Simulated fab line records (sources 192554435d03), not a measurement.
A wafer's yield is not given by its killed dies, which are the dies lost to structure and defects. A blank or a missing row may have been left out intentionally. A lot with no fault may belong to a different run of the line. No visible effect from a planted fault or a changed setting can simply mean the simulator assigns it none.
fab line records	flow n5-finfet
record lots=10	wafers=30	last-day=19
route steps=1938 shown BEOL_M4@1111 MIM_BOT_LITHO@1864 MIM_BOT_ETCH@1869 PASSIVATION@1915
lots with no fault: from the same line, run without faults
start-h: hours from the record's opening day to when the first of the lot's shown wafers began	wait-h: hours from the lot's prior step to this one	" the same as in the row above	L1.1+2: a single row standing in for several wafers	- either no value or no given start	* or withheld: withheld	< > ~ a bound
route shown NAME@n: NAME is a module with steps in the file, n the number in the route of the first one	usual: the fault-free wafers' mean and standard deviation	same: alike in all rows	chamber/n: place in a boat	sites: readings site by site	_std_site: standard deviation of those values	_edge_site: outer sites' mean less inner sites'	radius-mm: how far each site lies from the wafer's centre	mask NAME#n: copy n	behind: the most recent tool/chamber to have shaped the wafer	hold: why the lot went on hold/how many hours it stayed there/how the hold came to an end	device: whichever transistor did not switch (one of n, p or np)	end of line: the same wafers' tests at the end of the route	step lacking rows: just its recipe	killed: at the first sort, the dies lost to defects and structure; wafer yield is something else	map: a wafer's dies, x killed, . not, _ none there
set.NAME: setting as actually run; set.NAME@STEP: the setting as run at that earlier step	model.NAME: the simulator's own value behind a step, which no gauge read
a sample of lots followed through the steps of the route, with each step as a table and each wafer as a row
services: from which hour (start-h, from the record's first day; less than 0 if before it) a tool's chamber was out of use, for how many hours, and why
## steps
# step N5_BEOL_M4_RC_MEAS_101
# usual DIBL_N=36.4/1.4	DIBL_P=36.4/1.5	IOFF_N=0.156/0.022	IOFF_P=0.210/0.023	ION_N=675/9.1	ION_P=463/5.7	SS_N=71.6/0.45	SS_P=73.3/0.56	VT_N=250/3.1	VT_P=-250.3/2.3
lot.wafer	tool	chamber	start-h	wait-h	DIBL_N[mV/V]	DIBL_P[mV/V]	IOFF_N[nA/um]	IOFF_P[nA/um]	ION_N[uA/um]	ION_P[uA/um]	SS_N[mV/dec]	SS_P[mV/dec]	VT_N[mV]	VT_P[mV]
L379.2	prober-01	0	198.47	0.2	35.5	32.1	0.117	0.181	667	459	71.3	73.0	259	-252.0
L379.3	"	0	"	"	38.7	36.9	0.175	0.263	674	463	72.3	73.6	249	-247.5
L379.5	"	0	"	"	37.8	35.6	0.158	0.238	680	465	72.1	74.2	251	-249.4
L380.2	prober-01	0	202.31	0.2	36.4	38.4	0.172	0.220	680	464	71.4	73.1	248	-247.6
L380.4	"	0	"	"	34.4	36.0	0.147	0.183	676	466	71.8	73.3	251	-254.1
L380.6	"	0	"	"	35.7	37.3	0.159	0.201	680	463	71.4	73.2	252	-251.3
L382.2	prober-01	0	204.34	0.2	36.2	35.6	0.170	0.205	681	461	72.0	73.3	244	-249.8
L382.4	"	0	"	"	36.3	34.6	0.162	0.180	673	455	71.7	73.7	249	-252.2
L382.6	"	0	"	"	35.1	34.0	0.144	0.169	677	454	71.5	73.6	250	-253.3
L387.1	prober-01	0	241.96	0.0	36.7	39.1	0.176	0.239	683	470	72.3	74.5	245	-248.6
L387.3	"	0	"	"	38.2	40.0	0.215	0.259	691	466	71.8	73.4	243	-246.6
L387.4	"	0	"	"	35.7	37.9	0.169	0.216	676	460	71.2	73.3	245	-248.6
L388.1	prober-01	0	249.15	0.0	36.8	37.6	0.161	0.204	683	463	71.3	72.9	250	-250.2
L388.3	"	0	"	"	36.9	37.7	0.157	0.212	670	457	71.6	73.1	253	-247.6
L388.5	"	0	"	"	35.2	36.0	0.137	0.183	667	458	71.2	73.0	253	-249.6
L391.1	prober-01	0	257.31	0.0	35.0	35.1	0.130	0.182	666	459	71.2	72.8	252	-256.3
L391.3	"	0	"	"	36.0	36.3	0.140	0.199	671	462	71.7	74.3	253	-251.6
L391.4	"	0	"	"	35.3	35.5	0.128	0.185	659	457	71.4	74.0	255	-253.3
L397.1	prober-02	0	306.09	0.0	39.0	37.6	0.191	0.251	683	470	72.0	73.5	250	-247.7
L397.5	"	0	"	"	37.2	35.8	0.156	0.227	678	469	71.0	73.2	251	-247.3
L397.6	"	0	"	"	37.0	35.3	0.150	0.210	674	462	71.3	73.4	253	-249.9
L398.2	prober-02	0	311.12	0.2	34.7	36.0	0.134	0.192	678	465	71.1	72.3	252	-251.0
L398.4	"	0	"	"	34.6	35.4	0.130	0.187	661	459	71.7	72.1	251	-251.1
L398.6	"	0	"	"	33.9	34.7	0.116	0.168	665	456	71.0	72.4	254	-252.2
L401.1	prober-02	0	327.70	0.0	37.2	38.6	0.187	0.259	685	477	72.3	73.5	246	-249.3
L401.3	"	0	"	"	36.8	37.0	0.166	0.228	671	465	72.1	74.1	248	-249.0
L401.4	"	0	"	"	35.9	35.9	0.152	0.212	675	467	71.6	73.8	249	-250.1
L402.2	prober-02	0	342.34	0.2	37.0	38.0	0.164	0.233	669	468	71.6	73.6	250	-249.7
L402.3	"	0	"	"	35.1	36.5	0.139	0.205	669	465	71.4	72.4	252	-248.6
L402.5	"	0	"	"	36.8	38.2	0.174	0.235	676	467	71.8	72.8	249	-249.1
# step N5_MIM_BOT_LITHO_INSPECT_12
# recipe mode=adi	inspect-instrument=macro
# usual raw-defect-count=2.1/1.5
lot.wafer	tool	chamber	start-h	wait-h	raw-defect-count
L379.2	defect-inspect-02	-	288.31	0.0	2
L379.3	"	-	"	"	1
L379.5	"	-	"	"	3
L380.2	defect-inspect-02	-	299.03	0.0	2
L380.4	"	-	"	"	0
L380.6	"	-	"	"	1
L382.2	defect-inspect-01	-	304.48	0.0	1
L382.4	"	-	"	"	2
L382.6	"	-	"	"	4
L387.1	defect-inspect-02	-	347.24	0.0	4
L387.3	"	-	"	"	2
L387.4	"	-	"	"	1
L388.1	defect-inspect-02	-	349.61	0.0	2
L388.3	"	-	"	"	2
L388.5	"	-	"	"	0
L391.1	defect-inspect-02	-	353.72	0.0	0
L391.3	"	-	"	"	4
L391.4	"	-	"	"	3
L397.1	defect-inspect-02	-	406.56	0.0	4
L397.5	"	-	"	"	2
L397.6	"	-	"	"	0
L398.2	defect-inspect-01	-	408.23	0.0	1
L398.4	"	-	"	"	4
L398.6	"	-	"	"	0
L402.2	defect-inspect-01	-	435.27	0.0	1
L402.3	"	-	"	"	1
L402.5	"	-	"	"	3
L401.1	defect-inspect-02	-	442.65	0.0	6
L401.3	"	-	"	"	1
L401.4	"	-	"	"	4
# step N5_MIM_BOT_ETCH_STRIP_01
# recipe chemistry=O2	power-w=600	temp-c=60	pressure-mtorr=30	rf-frequency-hz=6e+07	bias-power-w=0	overash-fraction=0.5	o2-flow-sccm=225
# usual drypump-motor-current-A=6.1/0.46	oes-product-au=0.78/0.08	rf-vpp-V=3.6/1.4	showerhead-plenum-p-Torr=2.14/0.052	throttle-valve-pct=16.66/0.22
lot.wafer	tool	chamber	start-h	wait-h	drypump-motor-current-A	oes-product-au	rf-hours-counter-h	rf-vpp-V	showerhead-plenum-p-Torr	throttle-valve-pct
L379.2	rie-diel-02	2	288.99	0.2	6.1	0.87	28	4.4	2.22	16.56
L379.3	"	1	"	"	5.0	0.82	74	1.7	2.04	16.59
L379.5	"	0	"	"	6.2	0.68	-	4.9	2.16	16.75
L380.2	rie-diel-03	3	299.45	0.1	6.1	0.71	203	4.1	2.08	16.83
L380.4	"	0	"	"	6.4	0.86	-	2.9	2.14	16.44
L380.6	"	3	"	"	6.1	0.74	-	1.9	2.08	16.77
L382.2	rie-diel-03	0	305.11	0.2	6.4	0.85	49	5.7	2.14	16.45
L382.4	"	2	"	"	5.8	0.79	-	3.6	2.21	16.83
L382.6	"	3	"	"	6.1	0.70	-	6.8	2.08	16.80
L387.1	rie-diel-03	3	347.82	0.1	6.2	0.71	224	2.7	2.07	16.87
L387.3	"	0	"	"	6.4	0.83	69	3.5	2.13	16.43
L387.4	"	1	"	"	6.7	0.68	236	1.8	2.15	16.52
L388.1	rie-diel-03	2	350.28	0.1	5.8	0.79	99	3.1	2.20	16.91
L388.3	"	1	"	"	6.7	0.68	237	2.5	2.15	16.53
L388.5	"	0	"	"	6.4	0.81	-	2.8	2.13	16.46
L391.1	rie-diel-03	3	354.14	0.1	6.1	0.70	226	5.3	2.07	16.85
L391.3	"	1	"	"	6.7	0.70	238	3.8	2.15	16.51
L391.4	"	2	"	"	5.8	0.81	100	3.3	2.20	16.91
L397.1	rie-diel-05	3	407.69	0.1	6.4	0.95	10	2.2	2.14	16.48
L397.5	"	3	"	"	6.4	0.96	-	5.6	2.14	16.55
L397.6	"	0	"	"	5.7	0.67	-	2.6	2.16	16.92
L398.2	rie-diel-05	3	408.68	0.1	6.4	0.95	11	4.1	2.14	16.58
L398.4	"	2	"	"	5.9	0.85	50	5.0	2.14	16.31
L398.6	"	1	"	"	4.9	0.79	-	2.4	2.03	16.62
L402.2	rie-diel-03	0	435.70	0.1	6.4	0.78	105	1.5	2.12	16.59
L402.3	"	1	"	"	6.7	0.94	11	2.5	2.14	16.08
L402.5	"	1	"	"	6.7	0.95	-	2.6	2.14	16.09
L401.1	rie-diel-05	2	443.15	0.1	5.9	0.84	61	4.0	2.14	16.34
L401.3	"	1	"	"	4.9	0.78	130	4.3	2.03	16.66
L401.4	"	3	"	"	6.4	0.93	21	4.5	2.14	16.56
# step N5_PASSIVATION_PECVD_53
# recipe material=SiO2	target-thk-a=8000	temp-c=400	precursor=TEOS/O2	pressure-torr=6.5	rf-w=withheld	teos-flow-sccm=withheld	gas=O2	flow-sccm=2650	time-s=169.4
# usual chamber-pressure-Torr=6.498/0.014	run-length-s=197.5/0.57
lot.wafer	tool	chamber	start-h	wait-h	chamber-pressure-Torr	run-length-s
L379.2	pecvd-03	0	294.98	0.0	6.496	198.0
L379.3	"	2	"	"	6.501	197.5
L379.5	"	1	"	"	6.522	196.3
L380.2	pecvd-02	0	304.77	0.0	6.500	197.8
L380.4	"	0	"	"	6.485	197.6
L380.6	"	2	"	"	6.501	197.4
L382.2	pecvd-02	2	309.02	0.0	6.527	197.5
L382.4	"	2	"	"	6.524	197.3
L382.6	"	1	"	"	6.489	197.3
L387.1	pecvd-03	2	353.55	0.0	-	-
L387.3	"	0	"	"	-	-
L387.4	"	1	"	"	-	-
L388.1	pecvd-02	2	358.10	0.0	-	-
L388.3	"	0	"	"	-	-
L388.5	"	0	"	"	-	-
L391.1	pecvd-02	2	359.62	0.0	-	-
L391.3	"	2	"	"	-	-
L391.4	"	0	"	"	-	-
L397.1	pecvd-03	2	413.10	0.0	6.503	197.9
L397.5	"	0	"	"	6.504	197.8
L397.6	"	1	"	"	6.491	196.3
L398.2	pecvd-02	1	414.07	0.0	6.503	197.3
L398.4	"	2	"	"	6.506	197.8
L398.6	"	0	"	"	6.481	197.6
L402.2	pecvd-02	1	440.89	0.0	6.494	197.0
L402.3	"	2	"	"	6.500	197.9
L402.5	"	2	"	"	6.502	198.3
L401.1	pecvd-03	0	448.59	0.0	6.498	197.6
L401.3	"	2	"	"	6.487	198.1
L401.4	"	0	"	"	6.508	197.5
# step N5_PASSIVATION_DESCUM_46
# recipe chemistry=O2	time-s=7.9	source-power-w=50	bias-power-w=20	pressure-mtorr=20	rf-frequency-hz=2.712e+07	temp-c=40	o2-flow-sccm=225
# usual drypump-motor-current-A=6.0/0.52	oes-product-au=0.79/0.079	rf-vpp-V=243.6/1.2	showerhead-plenum-p-Torr=2.13/0.058	throttle-valve-pct=20.43/0.22
lot.wafer	tool	chamber	start-h	wait-h	drypump-motor-current-A	oes-product-au	rf-hours-counter-h	rf-vpp-V	showerhead-plenum-p-Torr	throttle-valve-pct
L379.2	rie-diel-03	3	295.99	0.3	6.2	0.72	201	243.2	2.07	20.56
L379.3	"	0	"	"	6.4	0.85	44	243.6	2.13	20.22
L379.5	"	3	"	"	6.1	0.72	-	243.9	2.07	20.56
L380.2	rie-diel-03	0	305.40	0.0	6.4	0.86	49	242.7	2.13	20.25
L380.4	"	2	"	"	5.8	0.81	-	246.8	2.21	20.65
L380.6	"	3	"	"	6.1	0.72	-	242.4	2.07	20.55
L382.2	rie-diel-03	3	309.78	0.0	6.1	0.71	208	243.7	2.07	20.57
L382.4	"	1	"	"	6.7	0.70	218	244.9	2.15	20.17
L382.6	"	2	"	"	5.8	0.81	-	245.9	2.21	20.64
L387.1	rie-diel-05	3	354.31	0.0	6.4	0.67	247	243.4	2.14	20.70
L387.3	"	3	"	"	6.4	0.67	-	242.3	2.14	20.69
L387.4	"	1	"	"	4.9	0.80	-	241.5	2.03	20.39
L388.1	rie-diel-02	3	358.84	0.0	5.8	0.77	156	245.0	2.17	20.64
L388.3	"	1	"	"	5.0	0.80	99	242.3	2.03	20.43
L388.5	"	0	"	"	6.2	0.67	-	243.9	2.14	20.50
L391.1	rie-diel-05	1	360.36	0.0	4.9	0.81	110	242.1	2.03	20.41
L391.3	"	2	"	"	6.0	0.88	27	244.6	2.15	20.05
L391.4	"	3	"	"	6.4	0.67	-	242.9	2.14	20.69
L397.1	rie-diel-05	2	413.73	0.0	5.9	0.85	52	243.6	2.14	20.09
L397.5	"	1	"	"	4.9	0.80	-	241.8	2.03	20.42
L397.6	"	0	"	"	5.7	0.68	-	243.9	2.16	20.64
L398.2	rie-diel-02	1	414.71	0.0	5.0	0.78	121	241.6	2.02	20.46
L398.4	"	3	"	"	5.8	0.75	178	244.5	2.16	20.67
L398.6	"	1	"	"	5.0	0.79	-	241.4	2.02	20.46
L402.2	rie-diel-03	0	441.92	0.3	6.4	0.78	107	245.0	2.11	20.34
L402.3	"	2	"	"	5.8	0.76	135	244.0	2.19	20.74
L402.5	"	2	"	"	5.8	0.76	-	244.4	2.19	20.74
L401.1	rie-diel-05	3	449.35	0.0	6.4	0.90	23	244.6	2.14	20.38
L401.3	"	2	"	"	5.9	0.83	63	244.6	2.13	20.11
L401.4	"	1	"	"	4.9	0.79	132	242.3	2.03	20.43
# step N5_PASSIVATION_PROBE_49
# usual defect-limited-yield=91.5/1.3	killed_at_M0_to_M3=33/10	killed_at_M4_up=13/4	killed-at-contacts=12/6.3	killed-at-front-end=39/11	killed-at-other=3.4/2.6	killed-dies=100/15	killed-on-rim=13/4	killed-open=65/11	killed-short=34/7.8	sort_bin_5_function=5.0/0.89	sort_bin_6_memory=3.2/0.58	sort-n-pass=1080/15	sort-yield-pct=91.5/1.3
# same gross-dies=1180	killed-at-back-side=0	sort_bin_4_leakage[%]=0	sort_bin_8_speed[%]=0
lot.wafer	tool	chamber	start-h	wait-h	defect-limited-yield[%]	killed_at_M0_to_M3	killed_at_M4_up	killed-at-contacts	killed-at-front-end	killed-at-other	killed-dies	killed-on-rim	killed-open	killed-short	sort_bin_5_function[%]	sort_bin_6_memory[%]	sort-n-pass	sort-yield-pct[%]
L379.2	prober-01	-	299.09	0.1	92.0	14	16	19	45	0	94	13	67	27	4.7	3.1	1086	92.0
L379.3	prober-01	-	299.14	0.1	92.0	26	14	14	33	7	94	10	70	24	4.3	3.4	1086	92.0
L379.5	prober-01	-	299.24	0.2	89.3	33	21	25	40	7	126	14	89	37	6.9	3.5	1054	89.3
L387.1	prober-01	-	357.64	0.0	0	7	1	2	3	1167	1180	152	10	3	72.5	2.6	0	0
L387.3	prober-01	-	357.74	0.1	0	1	3	1	9	1166	1180	152	8	6	73.9	3.6	0	0
L387.4	prober-01	-	357.79	0.2	0	4	1	7	8	1160	1180	152	16	4	74.6	2.5	0	0
L388.1	prober-02	-	361.92	0.0	0	6	1	1	13	1159	1180	152	15	8	73.1	2.3	0	0
L388.3	prober-02	-	362.02	0.1	0	7	7	4	6	1156	1180	152	14	10	72.5	3.6	0	0
L388.5	prober-02	-	362.12	0.2	0	3	0	1	18	1158	1180	152	11	11	73.5	3.2	0	0
L391.1	prober-01	-	363.44	0.0	0	7	3	0	4	1166	1180	152	7	7	73.5	3.5	0	0
L391.3	prober-01	-	363.54	0.1	0	8	3	4	2	1163	1180	152	9	8	74.9	2.9	0	0
L391.4	prober-01	-	363.59	0.2	0	0	4	3	10	1163	1180	152	9	7	74.8	2.2	0	0
L397.1	prober-01	-	416.77	0.0	91.1	37	14	20	32	2	105	15	66	36	4.6	3.6	1075	91.1
L397.5	prober-01	-	416.97	0.2	90.9	29	15	20	37	6	107	9	65	42	5.1	3.6	1073	90.9
L397.6	prober-01	-	417.02	0.3	90.7	29	12	18	50	1	110	17	60	48	5.3	3.1	1070	90.7
L402.2	prober-01	-	445.02	0.1	91.8	41	8	8	37	3	97	16	66	31	4.9	3.1	1083	91.8
L402.3	prober-01	-	445.07	0.1	93.9	24	10	9	28	1	72	8	45	27	3.4	2.5	1108	93.9
L402.5	prober-01	-	445.17	0.2	94.4	23	7	9	24	3	66	6	47	18	2.7	2.6	1114	94.4
# killed by level:class
L379.2 MOL_CONTACT_COAG:geometric-particle:open=17 FIN_SAQP:geometric-particle:short=13 FIN_SAQP:geometric-particle:open=13 STI_FIN_REVEAL:geometric-particle:open=9 BEOL_M4:geometric-particle:open=4 BEOL_M0_SAQP:geometric-particle:open=3 STARTING-WAFER:geometric-particle:open=3 GATE_CUT:geometric-particle:open=2
L379.3 MOL_CONTACT_COAG:geometric-particle:open=12 BEOL_M2:geometric-particle:open=8 BEOL_M4:geometric-particle:open=8 GATE_CUT:geometric-particle:short=7 GATE_CUT:geometric-particle:open=5 BEOL_M0_SAQP:geometric-particle:short=5 BEOL_M0_SAQP:geometric-particle:open=5 BEOL_M3:geometric-particle:open=5
L379.5 MOL_CONTACT_COAG:geometric-particle:open=20 STI_FIN_REVEAL:geometric-particle:open=14 BEOL_M2:geometric-particle:open=10 BEOL_M4:geometric-particle:open=9 BEOL_M0_SAQP:geometric-particle:short=9 BEOL_M5:geometric-particle:open=6 BEOL_M1:geometric-particle:open=5 STI_FIN_REVEAL:geometric-particle:short=5
L387.1 PASSIVATION:lost-pattern=1159 PASSIVATION:area-etch=8 DUMMY_GATE:geometric-particle:open=2 BEOL_M0_SAQP:geometric-particle:open=2 BEOL_M3:geometric-particle:open=2 STI_FIN_REVEAL:geometric-particle:open=1 MOL_CONTACT_COAG:geometric-particle:short=1 MOL_CONTACT_COAG:geometric-particle:open=1
L387.3 PASSIVATION:lost-pattern=1159 PASSIVATION:area-etch=7 FIN_SAQP:geometric-particle:open=4 FIN_SAQP:geometric-particle:short=2 STI_FIN_REVEAL:geometric-particle:open=1 DUMMY_GATE:geometric-particle:short=1 GATE_CUT:geometric-particle:short=1 MOL_CONTACT_COAG:geometric-particle:short=1
L387.4 PASSIVATION:lost-pattern=1155 MOL_CONTACT_COAG:geometric-particle:open=6 PASSIVATION:area-etch=5 ILD0:geometric-particle:open=2 BEOL_M2:geometric-particle:open=2 STARTING-WAFER:geometric-particle:open=2 FIN_SAQP:geometric-particle:short=1 STI_FIN_REVEAL:geometric-particle:open=1
L388.1 PASSIVATION:lost-pattern=1150 PASSIVATION:area-etch=7 FIN_SAQP:geometric-particle:open=5 FIN_SAQP:geometric-particle:short=4 BEOL_M3:geometric-particle:open=3 BEOL_M0_SAQP:geometric-particle:short=2 DUMMY_GATE:geometric-particle:open=1 SPACER0:geometric-particle:short=1
L388.3 PASSIVATION:lost-pattern=1152 BEOL_M0_SAQP:geometric-particle:short=4 PASSIVATION:area-etch=4 MOL_CONTACT_COAG:geometric-particle:open=3 FIN_SAQP:geometric-particle:open=2 FIN_SAQP:geometric-particle:short=1 STI_FIN_REVEAL:geometric-particle:open=1 GATE_CUT:geometric-particle:open=1
L388.5 PASSIVATION:lost-pattern=1152 PASSIVATION:area-etch=6 FIN_SAQP:geometric-particle:open=5 FIN_SAQP:geometric-particle:short=5 DUMMY_GATE:geometric-particle:open=2 GATE_CUT:geometric-particle:short=2 STARTING-WAFER:geometric-particle:short=2 DUMMY_GATE:geometric-particle:short=1
L391.1 PASSIVATION:lost-pattern=1159 PASSIVATION:area-etch=7 FIN_SAQP:geometric-particle:short=3 BEOL_M0_SAQP:geometric-particle:open=2 BEOL_M0_SAQP:geometric-particle:short=2 BEOL_M8:geometric-particle:open=2 FIN_SAQP:geometric-particle:open=1 BEOL_M0:geometric-particle:open=1
L391.3 PASSIVATION:lost-pattern=1157 PASSIVATION:area-etch=6 MOL_CONTACT_COAG:geometric-particle:short=3 GATE_CUT:geometric-particle:short=2 BEOL_M0_SAQP:geometric-particle:open=2 BEOL_M2:geometric-particle:open=2 BEOL_M3:geometric-particle:open=2 BEOL_M4:geometric-particle:open=2
L391.4 PASSIVATION:lost-pattern=1161 FIN_SAQP:geometric-particle:short=2 DUMMY_GATE:geometric-particle:open=2 GATE_CUT:geometric-particle:short=2 MOL_CONTACT_COAG:geometric-particle:open=2 PASSIVATION:area-etch=2 BEOL_M11:geometric-particle:open=1 ILD0:geometric-particle:short=1
L397.1 MOL_CONTACT_COAG:geometric-particle:open=15 BEOL_M2:geometric-particle:open=10 BEOL_M3:geometric-particle:open=10 BEOL_M2:geometric-particle:short=8 ILD0:geometric-particle:open=6 BEOL_M0_SAQP:geometric-particle:short=6 FIN_SAQP:geometric-particle:open=5 FIN_SAQP:geometric-particle:short=5
L397.5 MOL_CONTACT_COAG:geometric-particle:open=16 FIN_SAQP:geometric-particle:short=10 BEOL_M0_SAQP:geometric-particle:open=7 BEOL_M0_SAQP:geometric-particle:short=7 BEOL_M3:geometric-particle:open=6 STI_FIN_REVEAL:geometric-particle:open=5 BEOL_M4:geometric-particle:open=5 DUMMY_GATE:geometric-particle:open=4
L397.6 FIN_SAQP:geometric-particle:short=15 MOL_CONTACT_COAG:geometric-particle:open=13 BEOL_M3:geometric-particle:open=7 STARTING-WAFER:geometric-particle:short=7 BEOL_M2:geometric-particle:short=6 BEOL_M2:geometric-particle:open=6 FIN_SAQP:geometric-particle:open=5 STI_FIN_REVEAL:geometric-particle:open=5
L402.2 BEOL_M2:geometric-particle:open=13 FIN_SAQP:geometric-particle:open=10 BEOL_M3:geometric-particle:open=8 MOL_CONTACT_COAG:geometric-particle:open=6 FIN_SAQP:geometric-particle:short=4 BEOL_M0_SAQP:geometric-particle:short=4 BEOL_M0:geometric-particle:open=4 BEOL_M1:geometric-particle:open=4
L402.3 MOL_CONTACT_COAG:geometric-particle:open=9 BEOL_M2:geometric-particle:open=9 GATE_CUT:geometric-particle:short=6 FIN_SAQP:geometric-particle:short=4 BEOL_M0_SAQP:geometric-particle:short=4 BEOL_M2:geometric-particle:short=4 BEOL_M3:geometric-particle:open=4 BEOL_M5:geometric-particle:open=4
L402.5 MOL_CONTACT_COAG:geometric-particle:open=9 BEOL_M2:geometric-particle:open=7 BEOL_M3:geometric-particle:open=7 STARTING-WAFER:geometric-particle:open=5 FIN_SAQP:geometric-particle:open=4 BEOL_M0_SAQP:geometric-particle:short=4 STI_FIN_REVEAL:geometric-particle:open=2 ILD0:geometric-particle:open=2
## services
tool	chamber	start-h	hours	kind
rie-diel-05	1	276.26	3.2	repair
pecvd-02	-	307.15	0.7	repair
rie-diel-05	-	322.76	14.6	pm
rie-diel-05	0	341.64	21.4	repair
pecvd-02	1	356.11	8.4	repair
rie-diel-05	3	363.02	-	clean
rie-diel-05	3	363.02	-	consumable-replace:focus-ring
rie-diel-05	1	364.89	25.3	repair
rie-diel-03	3	373.30	4.5	repair
rie-diel-02	0	377.03	1.3	repair
rie-diel-03	1	385.22	-	clean
rie-diel-03	1	385.22	-	consumable-replace:focus-ring
rie-diel-03	1	385.22	24.3	scheduled-down
rie-diel-03	1	385.22	24.3	vent-cycle
pecvd-03	1	400.93	6.8	repair
rie-diel-03	2	413.03	5.8	repair
pecvd-02	-	420.86	5.9	repair
rie-diel-03	3	421.35	-	clean
rie-diel-03	3	421.35	-	consumable-replace:focus-ring
rie-diel-03	3	421.35	14.0	scheduled-down
rie-diel-03	3	421.35	14.0	vent-cycle
pecvd-03	-	434.80	0.7	repair
pecvd-02	-	437.74	0.7	repair
pecvd-02	-	446.22	2.2	repair
## key
first-sign step=N5_PASSIVATION_PECVD_53	reading=tool-record	direction=missing
effect step=N5_PASSIVATION_PROBE_49	reading=killed-at-other	direction=up	sigmas=99+	usual=3.4	struck=1162
met-at N5_PASSIVATION_PECVD_53
struck-lots L387,L388,L391
later-rows-left-out L387.1,L387.3,L387.4,L388.1,L388.3,L388.5,L391.1,L391.3,L391.4
not-acting-at N5_MIM_BOT_LITHO_INSPECT_12,N5_MIM_BOT_ETCH_STRIP_01,N5_PASSIVATION_DESCUM_46
onset-between 309.02 353.55
fault kind=skipped-step-whole	tool=pecvd-02,pecvd-03	chamber=-	onset-h=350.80	steps=N5_PASSIVATION_PECVD_53	scope=struck-lots-only
# later-rows-left-out: the simulator's readings of these wafers behind a module that went badly wrong aren't trusted and aren't shown, but for the sort
